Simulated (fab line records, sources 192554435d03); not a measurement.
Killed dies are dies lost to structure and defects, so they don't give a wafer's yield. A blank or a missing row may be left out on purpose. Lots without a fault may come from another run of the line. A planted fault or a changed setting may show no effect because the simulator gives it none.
Chamber matching | flow n5_finfet | N5_HKMG_FIN_DESCUM_53 on rie_diel-01: 4 sister chambers
The step chemistry O2, time 7.9 s. 8 wafers are shown with their chamber, then 8 later ones without.

WAFERS WITH THEIR CHAMBER
wafer  | chamber | showerhead_plenum_p_Torr (Torr) | drypump_motor_current_A (A)
L074.1 | 2       | 2.05                            | 5.1
L077.6 | 2       | 2.04                            | 5.1
L080.4 | 1       | 2.07                            | 5.8
L082.4 | 0       | 2.04                            | 5.6
L083.1 | 0       | 2.04                            | 5.6
L083.2 | 1       | 2.07                            | 5.8
L083.5 | 3       | 2.24                            | 6.4
L084.2 | 3       | 2.24                            | 6.5

WAFERS WITHOUT THEIR CHAMBER
wafer  | showerhead_plenum_p_Torr (Torr) | drypump_motor_current_A (A)
L084.4 | 2.07                            | 5.8
L084.5 | 2.04                            | 5.6
L087.3 | 2.24                            | 6.5
L087.4 | 2.07                            | 5.8
L087.5 | 2.04                            | 5.6
L091.1 | 2.24                            | 6.5
L091.2 | 2.03                            | 5.1
L091.4 | 2.06                            | 5.8

WHICH CHAMBER EACH WENT THROUGH
wafer  | from the rows above | in truth
L084.4 | 1                   | 1
L084.5 | 0                   | 0
L087.3 | 3                   | 3
L087.4 | 1                   | 1
L087.5 | 0                   | 0
L091.1 | 3                   | 3
L091.2 | 2                   | 2
L091.4 | 1                   | 1
Placed correctly: 8 of 8. Can't be placed from these rows: 0. Placed wrongly: 0.
How it was worked out, from the rows above alone: a wafer's distance from a chamber is the root of the sum, over the readings, of the square of ((its reading less the chamber's mean) divided by the reading's scatter). The wafer belongs to the nearest chamber; if the next one is less than 2 further off, it can't be placed. A chamber's mean is the mean of its shown wafers. The scatter: the root of (the sum of the squares of (reading less its chamber's mean) over the shown wafers, divided by (wafers less chambers)).
